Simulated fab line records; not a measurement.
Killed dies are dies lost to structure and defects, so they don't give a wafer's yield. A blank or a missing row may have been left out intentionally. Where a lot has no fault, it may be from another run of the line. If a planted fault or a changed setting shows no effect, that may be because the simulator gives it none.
fab line records	flow n5Finfet
record lots=7	wafers=21
route steps=1938 shown PMOS_HMC_CHANNEL_EPI@63 FIN_CUT@160 DUMMY_GATE@224 SD_EPI_N@275 SDB@353 MOL_CONTACT_COAG@523 BEOL_M0_SAQP@637
startH: hours from the record's opening day to when the first of the lot's shown wafers began	waitH: time in hours since the lot's previous step	" same as the row above	L1.1+2: several wafers, shown together as one row	- no value present, or no start provided	* or withheld: withheld	< > ~ a bound
route shown NAME@n: names a module that has steps shown in the file, with the first one's number in the route	usual: the fault-free wafers' mean and standard deviation	same: alike in all rows	chamber/n: place in a boat	sites: readings site by site	_std_site: the standard deviation of these	_edge_site: mean of outer sites minus mean of inner sites	radiusMm: for every site, how far away it sits from the centre of the wafer	mask NAME#n: copy n	behind: tool/chamber where the wafer was last shaped	hold: cause of the lot's hold/its duration in hours/its outcome	device: names the non-switching transistor (n, p or np)	end of line: the tests these same wafers got at the end of their route	a step with no rows: only its recipe	killed: the dies lost at the first sort to structure and to defects; this is not the yield of the wafer	map: shows each die of a wafer: x if killed, . if not, _ if none is there
set.NAME: setting as actually run; set.NAME@STEP: the setting as run at that earlier step	model.NAME: the simulator's own value behind a step, which no gauge read
lots whose settings were changed on purpose; a table a step, a row a wafer
## steps
# step N5_PMOS_HMC_CHANNEL_EPI_PEB_07
# recipe pebTempC=110	pebTimeS=60	resist=CAR-ArF-block
lot.wafer	tool	chamber	startH	waitH	set.pebTimeS
L074.2	lithoTrack-03	0	17.25	0.0	60
L074.3+6	"	0	"	"	67.73
L075.1+4+6	lithoTrack-02	0	23.54	0.1	60
L086.3+6	lithoTrack-05	0	89.37	0.0	60
L086.5	"	0	"	"	53.69
L088.2+3	lithoTrack-05	0	102.25	0.0	53.2
L088.6	"	0	"	"	60
L089.1+4+6	lithoTrack-03	0	107.96	0.1	60
L095.1+3	lithoTrack-03	0	143.04	0.1	64.48
L095.4	"	0	"	"	60
L096.1+2+6	lithoTrack-02	0	149.54	0.1	60
# step N5_PMOS_HMC_CHANNEL_EPI_DEVELOP_08
# recipe developTimeS=30	developer=TMAH	resist=CAR-ArF-block	devTempC=23	rinseLiquid=diw	dry=airSpin
# step N5_PMOS_HMC_CHANNEL_EPI_CD_MEAS_09
# recipe targetCdNm=237.4	landingEnergyEv=500	detector=seInlens
# usual cdNm=238.0/0.96
lot.wafer	tool	chamber	startH	waitH	set.pebTimeS@PMOS_HMC_CHANNEL_EPI_PEB_07	cdNm
L074.2	cdSem-03	0	17.32	-	60	238.4
L074.3	"	0	"	"	67.73	244.3
L074.6	"	0	"	"	67.73	243.3
L075.1	cdSem-01	0	23.61	-	60	237.7
L075.4	"	0	"	"	60	236.9
L075.6	"	0	"	"	60	235.8
L086.3	cdSem-02	0	89.44	-	60	239.6
L086.5	"	0	"	"	53.69	233.9
L086.6	"	0	"	"	60	236.7
L088.2	cdSem-01	0	102.32	-	53.2	232.5
L088.3	"	0	"	"	53.2	233.9
L088.6	"	0	"	"	60	238.6
L089.1	cdSem-01	0	108.02	-	60	236.9
L089.4	"	0	"	"	60	238.2
L089.6	"	0	"	"	60	237.5
L095.1	cdSem-02	0	143.11	-	64.48	239.6
L095.3	"	0	"	"	64.48	240.2
L095.4	"	0	"	"	60	235.9
L096.1	cdSem-01	0	149.61	-	60	239.3
L096.2	"	0	"	"	60	238.8
L096.6	"	0	"	"	60	239.6
# step N5_PMOS_HMC_CHANNEL_EPI_DESCUM_14
# recipe chemistry=O2	timeS=7.9	sourcePowerW=50	biasPowerW=20	pressureMtorr=20	rfFrequencyHz=2.712e+07	tempC=40	resist=CAR-ArF-block	o2FlowSccm=225
lot.wafer	tool	chamber	startH	waitH	set.timeS	set.pebTimeS@PMOS_HMC_CHANNEL_EPI_PEB_07	model.PMOS_HMC_CHANNEL_EPI.cdNm
L074.2	rieDiel-04	3	17.73	0.4	7.233	60	238.1
L074.3	"	1	"	"	7.9	67.73	244.4
L074.6	"	3	"	"	7.233	67.73	243.2
L075.1	rieDiel-04	1	24.02	0.4	7.9	60	237.8
L075.4	"	1	"	"	7.9	60	237
L075.6	"	0	"	"	7.9	60	235.9
L086.3	rieDiel-05	0	89.53	0.0	6.807	60	239.2
L086.5	"	2	"	"	6.807	53.69	233.5
L086.6	"	1	"	"	6.807	60	236.7
L088.2	rieDiel-02	0	102.89	0.5	7.9	53.2	232.1
L088.3	"	3	"	"	7.9	53.2	233.8
L088.6	"	3	"	"	7.9	60	238.8
L089.1	rieDiel-02	0	108.11	0.0	7.253	60	236.7
L089.4	"	2	"	"	7.9	60	237.9
L089.6	"	2	"	"	7.253	60	237.4
L095.1	rieDiel-04	2	143.19	0.0	7.9	64.48	239.7
L095.3	"	2	"	"	6.732	64.48	240
L095.4	"	0	"	"	7.9	60	236
L096.1	rieDiel-04	1	149.70	0.0	9.174	60	239.7
L096.2	"	2	"	"	7.9	60	238.8
L096.6	"	2	"	"	9.174	60	239.3
# step N5_PMOS_HMC_CHANNEL_EPI_ETCH_32
# recipe chemistry=N2/H2	target=BARC	stopOn=SiO2	targetDepthA=858	overEtchFrac=0.3	timeS=50.3	ionEnergyEv=200	maskMaterial=CAR-ArF-block	pressureMtorr=30	sourceW=840	biasW=150	n2FlowSccm=200	h2FlowSccm=200
lot.wafer	tool	chamber	startH	waitH	set.pebTimeS@PMOS_HMC_CHANNEL_EPI_PEB_07	model.PMOS_HMC_CHANNEL_EPI.cdNm
L074.2	rieDiel-04	3	17.77	0.0	60	240.9
L074.3	"	1	"	"	67.73	247.3
L074.6	"	3	"	"	67.73	245.8
L075.1	rieDiel-04	1	24.06	0.0	60	240.1
L075.4	"	1	"	"	60	239.3
L075.6	"	0	"	"	60	237.7
L086.3	rieDiel-05	0	89.56	0.0	60	242.4
L086.5	"	2	"	"	53.69	237.1
L086.6	"	1	"	"	60	239.2
L088.2	rieDiel-02	0	102.92	0.0	53.2	234.5
L088.3	"	3	"	"	53.2	236
L088.6	"	3	"	"	60	241.2
L089.1	rieDiel-02	0	108.15	0.0	60	238.4
L089.4	"	2	"	"	60	240.1
L089.6	"	2	"	"	60	240.4
L095.1	rieDiel-04	2	143.25	0.0	64.48	241.3
L095.3	"	2	"	"	64.48	241.5
L095.4	"	0	"	"	60	237.6
L096.1	rieDiel-04	1	149.73	0.0	60	241.2
L096.2	"	2	"	"	60	240.5
L096.6	"	2	"	"	60	241.1
# step N5_FIN_CUT_EXPOSE_05
# recipe maskId=FIN_CUT	na=0.33	sourceShape=annular	sigmaInner=0.35	sigmaOuter=0.8	polarization=unpolarized	doseMj=45.75
lot.wafer	tool	chamber	startH	waitH	mask	set.doseMj
L074.2+6	euvScanner-02	0	27.37	-	FIN_CUT#0	43.84
L074.3	"	0	"	"	FIN_CUT#0	45.75
L075.1+4+6	euvScanner-02	0	33.39	-	FIN_CUT#0	45.75
L086.3+6	euvScanner-01	0	101.15	-	FIN_CUT#0	45.75
L086.5	"	0	"	"	FIN_CUT#0	42.37
L088.2+6	euvScanner-01	0	111.81	-	FIN_CUT#0	43.8
L088.3	"	0	"	"	FIN_CUT#0	45.75
L089.1+6	euvScanner-02	0	118.03	-	FIN_CUT#0	45.75
L089.4	"	0	"	"	FIN_CUT#0	48.66
L095.1+3+4	euvScanner-02	0	153.44	-	FIN_CUT#0	48.84
L096.1	euvScanner-02	0	158.50	-	FIN_CUT#0	43.69
L096.2+6	"	0	"	"	FIN_CUT#0	45.75
# step N5_FIN_CUT_PEB_06
# recipe pebTempC=100	pebTimeS=60	resist=CAR-EUV
# step N5_FIN_CUT_DEVELOP_07
# recipe developTimeS=30	developer=TMAH	resist=CAR-EUV	rinseLiquid=surfactantRinse	dry=airSpin	devTempC=23
# step N5_FIN_CUT_CD_MEAS_08
# recipe targetCdNm=29.1	landingEnergyEv=500	detector=seInlens	polarity=opening
# usual cdNm=29.15/0.24
lot.wafer	tool	chamber	startH	waitH	set.doseMj@FIN_CUT_EXPOSE_05	cdNm
L074.2	cdSem-03	0	27.50	-	43.84	28.10
L074.3	"	0	"	"	45.75	29.35
L074.6	"	0	"	"	43.84	28.39
L075.1	cdSem-01	0	33.52	-	45.75	29.04
L075.4	"	0	"	"	45.75	28.60
L075.6	"	0	"	"	45.75	29.19
L086.3	cdSem-02	0	101.27	-	45.75	28.89
L086.5	"	0	"	"	42.37	27.80
L086.6	"	0	"	"	45.75	29.02
L088.2	cdSem-01	0	111.94	-	43.8	28.37
L088.3	"	0	"	"	45.75	29.25
L088.6	"	0	"	"	43.8	28.79
L089.1	cdSem-03	0	118.17	-	45.75	29.33
L089.4	"	0	"	"	48.66	30.35
L089.6	"	0	"	"	45.75	29.26
L095.1	cdSem-03	0	153.58	-	48.84	30.53
L095.3	"	0	"	"	48.84	30.37
L095.4	"	0	"	"	48.84	30.02
L096.1	cdSem-03	0	158.63	-	43.69	28.53
L096.2	"	0	"	"	45.75	29.19
L096.6	"	0	"	"	45.75	29.22
# step N5_FIN_CUT_DESCUM_13
# recipe chemistry=O2	timeS=7	sourcePowerW=50	biasPowerW=20	pressureMtorr=20	rfFrequencyHz=2.712e+07	tempC=40	resist=CAR-EUV	o2FlowSccm=225
# step N5_FIN_CUT_ETCH_30
# recipe chemistry=N2/H2	target=underlayer	targetDepthA=130	maskMaterial=CAR-EUV	timeS=10.4	ionEnergyEv=200	pressureMtorr=30	sourceW=840	biasW=150	n2FlowSccm=200	h2FlowSccm=200	ends=cleared
lot.wafer	tool	chamber	startH	waitH	set.doseMj@FIN_CUT_EXPOSE_05	model.FIN_CUT.cdOffsetNm
L074.2	rieDiel-05	3	27.65	0.0	43.84	-0.8
L074.3	"	1	"	"	45.75	0.4
L074.6	"	0	"	"	43.84	-0.6
L075.1+4	rieDiel-02	0,1	33.68	0.0	45.75	-0.2
L075.6	"	0	"	"	45.75	0
L086.3	rieDiel-02	3	101.42	0.0	45.75	0
L086.5	"	3	"	"	42.37	-1.2
L086.6	"	0	"	"	45.75	-0.2
L088.2	rieDiel-05	2	112.11	0.0	43.8	-0.8
L088.3	"	1	"	"	45.75	0
L088.6	"	3	"	"	43.8	-0.6
L089.1+6	rieDiel-04	2,1	118.33	0.0	45.75	0
L089.4	"	0	"	"	48.66	1.2
L095.1+4	rieDiel-05	1,3	153.73	0.0	48.84	1.4
L095.3	"	3	"	"	48.84	1.2
L096.1	rieDiel-05	2	158.79	0.0	43.69	-1
L096.2	"	3	"	"	45.75	-0.2
L096.6	"	2	"	"	45.75	-0.4
# step N5_FIN_CUT_ETCH_20
# recipe chemistry=CF4	target=SiARC	targetDepthA=260	maskMaterial=CAR-EUV	timeS=43.3	ionEnergyEv=80	pressureMtorr=40	sourceW=545	biasW=36	Ar_flow_sccm=100	cf4FlowSccm=100	ends=cleared
lot.wafer	tool	chamber	startH	waitH	set.doseMj@FIN_CUT_EXPOSE_05	model.FIN_CUT.cdOffsetNm
L074.2	rieDiel-05	3	27.67	0.0	43.84	-0.8
L074.3	"	1	"	"	45.75	0.2
L074.6	"	0	"	"	43.84	-0.6
L075.1	rieDiel-02	0	33.70	0.0	45.75	-0.2
L075.4+6	"	1,0	"	"	45.75	0
L086.3	rieDiel-02	3	101.44	0.0	45.75	0
L086.5	"	3	"	"	42.37	-1.2
L086.6	"	0	"	"	45.75	-0.2
L088.2	rieDiel-05	2	112.13	0.0	43.8	-0.4
L088.3	"	1	"	"	45.75	0.2
L088.6	"	3	"	"	43.8	-0.6
L089.1	rieDiel-04	2	118.35	0.0	45.75	-0.2
L089.4	"	0	"	"	48.66	1.2
L089.6	"	1	"	"	45.75	0
L095.1+4	rieDiel-05	1,3	153.75	0.0	48.84	1.6
L095.3	"	3	"	"	48.84	1.4
L096.1	rieDiel-05	2	158.81	0.0	43.69	-0.6
L096.2+6	"	3,2	"	"	45.75	-0.2
# step N5_DUMMY_GATE_COAT_28
# recipe resist=underlayer	tempC=205	timeS=60	spinRpm=1500	resistThkNm=10
lot.wafer	tool	chamber	startH	waitH	set.spinRpm	model.underlayer_of_DUMMY_GATE_COAT_28.thkNm
L074.2+3+6	lithoTrack-02	0	-	-	1500	10
L075.1+4+6	lithoTrack-05	0	-	-	1500	10
L086.3	lithoTrack-05	0	-	-	1500	10
L086.5+6	"	0	"	"	1375	10.4
L088.2	lithoTrack-02	0	-	-	1403	10.4
L088.3+6	"	0	"	"	1500	10
L089.1+4	lithoTrack-02	0	-	-	1500	10
L089.6	"	0	"	"	1441	10.2
L095.1+3+4	lithoTrack-05	0	-	-	1500	10
L096.1+2+6	lithoTrack-05	0	-	-	1500	10
# step N5_SD_EPI_N_ETCH_35
# recipe chemistry=N2/H2	target=SOC	overetchA=1080	maskMaterial=SiARC	tempC=40	ionEnergyEv=100	sourceW=3000	biasW=133	pressureMtorr=20	timeS=486	n2FlowSccm=200	h2FlowSccm=200
lot.wafer	tool	chamber	startH	waitH	set.timeS	model.SiARC_of_SD_EPI_N_COAT_33.thkNm
L074.2+3	rieDiel-03	2,0	48.51	0.0	417.5	22.2
L074.6	"	1	"	"	417.5	21.6
L075.1	rieDiel-03	3	55.71	0.0	486	19.6
L075.4	"	1	"	"	486	19.2
L075.6	"	3	"	"	486	19.4
L086.3+6	rieDiel-01	0	127.11	0.0	486	20
L086.5	"	1	"	"	486	19.4
L088.2+6	rieDiel-03	3,1	136.11	0.0	486	19.6
L088.3	"	1	"	"	486	19.8
L089.1	rieDiel-06	0	145.88	0.0	486	20.2
L089.4	"	3	"	"	486	19.2
L089.6	"	0	"	"	571.5	17.6
L095.1	rieDiel-03	3	175.92	0.0	486	19
L095.3	"	2	"	"	414.2	22.6
L095.4	"	1	"	"	414.2	21.8
L096.1	rieDiel-06	2	180.82	0.0	555.4	17.4
L096.2	"	1	"	"	555.4	17.2
L096.6	"	0	"	"	486	20
# step N5_SD_EPI_N_STRIP_36
# recipe chemistry=N2/H2	tempC=40	n2FlowSccm=200	h2FlowSccm=200	rfFrequencyHz=6e+07
# step N5_SD_EPI_N_ETCHBACK_44
# recipe chemistry=CH3F/O2	mode=anisotropicEtchback	target=SiNx	targetDepthA=145	stopOn=SiO2	overEtchFrac=0.3	ionEnergyEv=120	pressureMtorr=30	sourceW=395	biasW=73	Ar_flow_sccm=150	CH3F_flow_sccm=30	O2_flow_sccm=20
# step N5_SD_EPI_N_ETCH_45
# recipe chemistry=CH3F/O2	target=SiOCN	targetDepthA=60	maskMaterial=SOC	ionEnergyEv=60	biasW=29	pressureMtorr=15	sourceW=410	Ar_flow_sccm=150	CH3F_flow_sccm=30	O2_flow_sccm=20
# step N5_SD_EPI_N_ETCH_16
# recipe chemistry=CHF3/O2	target=SiO2	targetDepthA=50	maskMaterial=SOC	pressureMtorr=30	sourceW=650	biasW=170	Ar_flow_sccm=200	CHF3_flow_sccm=50	O2_flow_sccm=5	ionEnergyEv=200
lot.wafer	tool	chamber	startH	waitH	set.timeS@SD_EPI_N_ETCH_35	model.SiARC_of_SD_EPI_N_COAT_33.thkNm
L074.2	rieDiel-03	2	49.03	0.1	417.5	15.2
L074.3	"	0	"	"	417.5	15
L074.6	"	1	"	"	417.5	14.2
L075.1	rieDiel-03	3	56.24	0.1	486	12.4
L075.4	"	1	"	"	486	11.8
L075.6	"	3	"	"	486	12.2
L086.3+6	rieDiel-01	0	127.64	0.1	486	13
L086.5	"	1	"	"	486	12
L088.2+3+6	rieDiel-03	3,1,1	136.64	0.1	486	12.4
L089.1	rieDiel-06	0	146.40	0.1	486	12.8
L089.4	"	3	"	"	486	11.8
L089.6	"	0	"	"	571.5	10.2
L095.1	rieDiel-03	3	176.44	0.1	486	11.4
L095.3	"	2	"	"	414.2	15.4
L095.4	"	1	"	"	414.2	14.4
L096.1	rieDiel-06	2	181.35	0.1	555.4	10.2
L096.2	"	1	"	"	555.4	9.8
L096.6	"	0	"	"	486	12.8
# step N5_SDB_EXPOSE_08
# recipe maskId=SDB	na=1.35	sourceShape=conventional	sigmaOuter=0.5	polarization=unpolarized	doseMj=49.6
lot.wafer	tool	chamber	startH	waitH	mask	set.doseMj
L074.2	arfiScanner-03	0	69.30	-	SDB#0	49.6
L074.3+6	"	0	"	"	SDB#0	47.46
L075.1+4+6	arfiScanner-02	0	75.89	-	SDB#0	49.6
L086.3+5	arfiScanner-01	0	144.27	-	SDB#0	47.66
L086.6	"	0	"	"	SDB#0	49.6
L088.2	arfiScanner-03	0	152.08	-	SDB#0	47.26
L088.3+6	"	0	"	"	SDB#0	49.6
L089.1+4	arfiScanner-03	0	161.44	-	SDB#0	46.3
L089.6	"	0	"	"	SDB#0	49.6
L095.1+3	arfiScanner-03	0	191.63	-	SDB#0	49.6
L095.4	"	0	"	"	SDB#0	47.28
L096.1	arfiScanner-03	0	199.82	-	SDB#0	52.39
L096.2+6	"	0	"	"	SDB#0	49.6
# step N5_SDB_PEB_09
# recipe pebTempC=withheld	pebTimeS=60	resist=CAR-ArF
# step N5_SDB_DEVELOP_10
# recipe developTimeS=30	developer=TMAH	resist=CAR-ArF	rinseLiquid=diw	dry=airSpin	devTempC=23
# step N5_SDB_CD_MEAS_11
# recipe targetCdNm=50	landingEnergyEv=500	detector=seInlens	polarity=opening
# usual cdNm=49.7/1
lot.wafer	tool	chamber	startH	waitH	set.doseMj@SDB_EXPOSE_08	cdNm
L074.2	cdSem-03	0	69.42	-	49.6	49.4
L074.3	"	0	"	"	47.46	43.7
L074.6	"	0	"	"	47.46	43.5
L075.1	cdSem-02	0	76.01	-	49.6	49.9
L075.4	"	0	"	"	49.6	50.7
L075.6	"	0	"	"	49.6	49.6
L086.3	cdSem-03	0	144.39	-	47.66	45.0
L086.5	"	0	"	"	47.66	45.6
L086.6	"	0	"	"	49.6	49.0
L088.2	cdSem-01	0	152.20	-	47.26	45.2
L088.3	"	0	"	"	49.6	49.0
L088.6	"	0	"	"	49.6	50.4
L089.1	cdSem-03	0	161.57	-	46.3	41.7
L089.4	"	0	"	"	46.3	43.0
L089.6	"	0	"	"	49.6	51.0
L095.1	cdSem-02	0	191.75	-	49.6	48.6
L095.3	"	0	"	"	49.6	49.5
L095.4	"	0	"	"	47.28	43.6
L096.1	cdSem-02	0	199.94	-	52.39	56.2
L096.2	"	0	"	"	49.6	49.7
L096.6	"	0	"	"	49.6	51.3
# step N5_MOL_CONTACT_COAG_EXPOSE_05
# recipe maskId=CA	na=0.33	sourceShape=annular	sigmaInner=0.4	sigmaOuter=0.8	polarization=unpolarized	defocusNm=0	doseMj=38.25
lot.wafer	tool	chamber	startH	waitH	mask	set.doseMj
L074.2+3+6	euvScanner-01	0	90.56	-	CA#0	40.1
L075.1+4+6	euvScanner-01	0	97.57	-	CA#0	38.25
L086.3	euvScanner-01	0	166.36	-	CA#0	38.25
L086.5+6	"	0	"	"	CA#0	40.05
L088.2+3+6	euvScanner-01	0	174.04	-	CA#0	35.93
L089.1+4+6	euvScanner-02	0	183.32	-	CA#0	38.25
L095.1	euvScanner-02	0	213.29	-	CA#0	38.25
L095.3+4	"	0	"	"	CA#0	40.4
L096.1+2+6	euvScanner-01	0	221.74	-	CA#0	36.89
# step N5_MOL_CONTACT_COAG_PEB_06
# recipe pebTempC=100	pebTimeS=60	resist=CAR-EUV
# step N5_MOL_CONTACT_COAG_DEVELOP_07
# recipe developTimeS=30	developer=TMAH	resist=CAR-EUV	rinseLiquid=surfactantRinse	dry=airSpin	devTempC=23
# step N5_MOL_CONTACT_COAG_DESCUM_13
# recipe chemistry=O2	timeS=7	sourcePowerW=50	biasPowerW=20	pressureMtorr=20	rfFrequencyHz=2.712e+07	tempC=40	resist=CAR-EUV	o2FlowSccm=225
# step N5_MOL_CONTACT_COAG_ETCH_59
# recipe chemistry=N2/H2	target=underlayer	targetDepthA=130	maskMaterial=CAR-EUV	timeS=10.4	ionEnergyEv=200	pressureMtorr=30	sourceW=840	biasW=150	n2FlowSccm=200	h2FlowSccm=200	ends=cleared
lot.wafer	tool	chamber	startH	waitH	set.doseMj@MOL_CONTACT_COAG_EXPOSE_05	model.MOL_CONTACT_COAG.cdOffsetNm
L074.2+3	rieDiel-01	3,2	90.87	0.0	40.1	0.8
L074.6	"	1	"	"	40.1	0.6
L075.1+6	rieDiel-01	1,0	97.89	0.0	38.25	0
L075.4	"	3	"	"	38.25	-0.2
L086.3	rieDiel-06	0	166.82	0.0	38.25	0
L086.5+6	"	1,2	"	"	40.05	1
L088.2	rieDiel-03	1	174.42	0.0	35.93	-1.2
L088.3+6	"	0,3	"	"	35.93	-1.4
L089.1	rieDiel-06	3	183.62	0.0	38.25	-0.4
L089.4	"	0	"	"	38.25	-0.2
L089.6	"	1	"	"	38.25	0
L095.1	rieDiel-01	1	213.58	0.0	38.25	0.2
L095.3	"	3	"	"	40.4	0.8
L095.4	"	3	"	"	40.4	1
L096.1+6	rieDiel-01	0,3	222.04	0.0	36.89	-0.8
L096.2	"	3	"	"	36.89	-1
# step N5_MOL_CONTACT_COAG_VIA_ETCH_46
# recipe chemistry=C4F6/O2	targetDepthA=460	overetchA=92	maskMaterial=SOC	target=SiO2	biasW=455	pressureMtorr=10	timeS=40	sourceW=325	Ar_flow_sccm=300	C4F6_flow_sccm=10	O2_flow_sccm=10	ionEnergyEv=575.3	ends=endPoint
# usual rfVppV=1577/24
lot.wafer	tool	chamber	startH	waitH	set.biasW	rfVppV
L074.2	rieDiel-01	1	101.94	0.0	455	1597
L074.3	"	0	"	"	455	1562
L074.6	"	3	"	"	409.2	1455
L075.1	rieDiel-03	0	107.33	0.0	455	1607
L075.4	"	0	"	"	455	1608
L075.6	"	1	"	"	455	1566
L086.3	rieDiel-01	3	176.97	0.0	455	1574
L086.5	"	3	"	"	455	1574
L086.6	"	1	"	"	455	1596
L088.2	rieDiel-06	1	185.59	0.0	486.2	1678
L088.3	"	3	"	"	486.2	1641
L088.6	"	1	"	"	455	1599
L089.1	rieDiel-03	1	194.90	0.0	455	1563
L089.4	"	3	"	"	455	1548
L089.6	"	2	"	"	412.8	1458
L095.1	rieDiel-06	2	224.30	0.0	455	1598
L095.3	"	1	"	"	455	1596
L095.4	"	0	"	"	485	1701
L096.1	rieDiel-01	2	230.63	0.0	455	1541
L096.2	"	3	"	"	398.9	1427
L096.6	"	0	"	"	398.9	1412
# step N5_BEOL_M0_SAQP_PECVD_97
# recipe material=SiNx	targetThkA=230	tempC=350	precursor=SiH4/NH3/N2	pressureTorr=1.5	rfW=300	timeS=19.9
lot.wafer	tool	chamber	startH	waitH	set.timeS	model.SiNx_of_BEOL_M0_SAQP_PECVD_97.thkNm
L074.2	pecvd-03	1	111.63	0.0	21.54	24.4
L074.3	"	0	"	"	19.9	22.8
L074.6	"	0	"	"	19.9	23
L075.1+6	pecvd-02	0,1	113.74	0.0	19.9	23.2
L075.4	"	0	"	"	19.9	23.6
L086.3+5	pecvd-03	0,2	183.85	0.0	19.9	22.8
L086.6	"	1	"	"	19.9	23
L088.2	pecvd-04	0	193.14	0.0	19.9	23
L088.3	"	1	"	"	21.32	24.6
L088.6	"	2	"	"	21.32	24.2
L089.1+6	pecvd-04	1,2	201.90	0.0	19.9	22.4
L089.4	"	1	"	"	22.02	25.6
L095.1	pecvd-02	0	234.48	0.0	19.9	23.2
L095.3	"	0	"	"	17.45	20.4
L095.4	"	1	"	"	17.45	21
L096.1	pecvd-03	1	238.13	0.0	19.9	23
L096.2	"	2	"	"	19.9	23.2
L096.6	"	0	"	"	19.9	23.4
## key
split step=N5_PMOS_HMC_CHANNEL_EPI_PEB_07	setting=pebTimeS	stated=60	by=wafer
response step=N5_PMOS_HMC_CHANNEL_EPI_CD_MEAS_09	reading=cdNm	change=+0.447	per=1%	r=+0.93
response step=N5_PMOS_HMC_CHANNEL_EPI_DESCUM_14	reading=model.PMOS_HMC_CHANNEL_EPI.cdNm	change=+0.463	per=1%	r=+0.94
response step=N5_PMOS_HMC_CHANNEL_EPI_ETCH_32	reading=model.PMOS_HMC_CHANNEL_EPI.cdNm	change=+0.449	per=1%	r=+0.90
split step=N5_PMOS_HMC_CHANNEL_EPI_DESCUM_14	setting=timeS	stated=7.9	by=wafer
response none clear
split step=N5_FIN_CUT_EXPOSE_05	setting=doseMj	stated=45.75	by=wafer
response step=N5_FIN_CUT_CD_MEAS_08	reading=cdNm	change=+0.171	per=1%	r=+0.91
response step=N5_FIN_CUT_ETCH_30	reading=model.FIN_CUT.cdOffsetNm	change=+0.176	per=1%	r=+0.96
response step=N5_FIN_CUT_ETCH_20	reading=model.FIN_CUT.cdOffsetNm	change=+0.165	per=1%	r=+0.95
split step=N5_DUMMY_GATE_COAT_28	setting=spinRpm	stated=1500	by=wafer
response step=N5_DUMMY_GATE_COAT_28	reading=model.underlayer_of_DUMMY_GATE_COAT_28.thkNm	change=-0.0529	per=1%	r=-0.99
split step=N5_SD_EPI_N_ETCH_35	setting=timeS	stated=486	by=wafer
response step=N5_SD_EPI_N_ETCH_35	reading=model.SiARC_of_SD_EPI_N_COAT_33.thkNm	change=-0.168	per=1%	r=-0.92
response step=N5_SD_EPI_N_ETCH_16	reading=model.SiARC_of_SD_EPI_N_COAT_33.thkNm	change=-0.176	per=1%	r=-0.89
split step=N5_SDB_EXPOSE_08	setting=doseMj	stated=49.6	by=wafer
response step=N5_SDB_CD_MEAS_11	reading=cdNm	change=+1.14	per=1%	r=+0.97
split step=N5_MOL_CONTACT_COAG_EXPOSE_05	setting=doseMj	stated=38.25	by=wafer
response step=N5_MOL_CONTACT_COAG_ETCH_59	reading=model.MOL_CONTACT_COAG.cdOffsetNm	change=+0.161	per=1%	r=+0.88
split step=N5_MOL_CONTACT_COAG_VIA_ETCH_46	setting=biasW	stated=455	by=wafer
response step=N5_MOL_CONTACT_COAG_VIA_ETCH_46	reading=rfVppV	change=+11.1	per=1%	r=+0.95
split step=N5_BEOL_M0_SAQP_PECVD_97	setting=timeS	stated=19.9	by=wafer
response step=N5_BEOL_M0_SAQP_PECVD_97	reading=model.SiNx_of_BEOL_M0_SAQP_PECVD_97.thkNm	change=+0.227	per=1%	r=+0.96
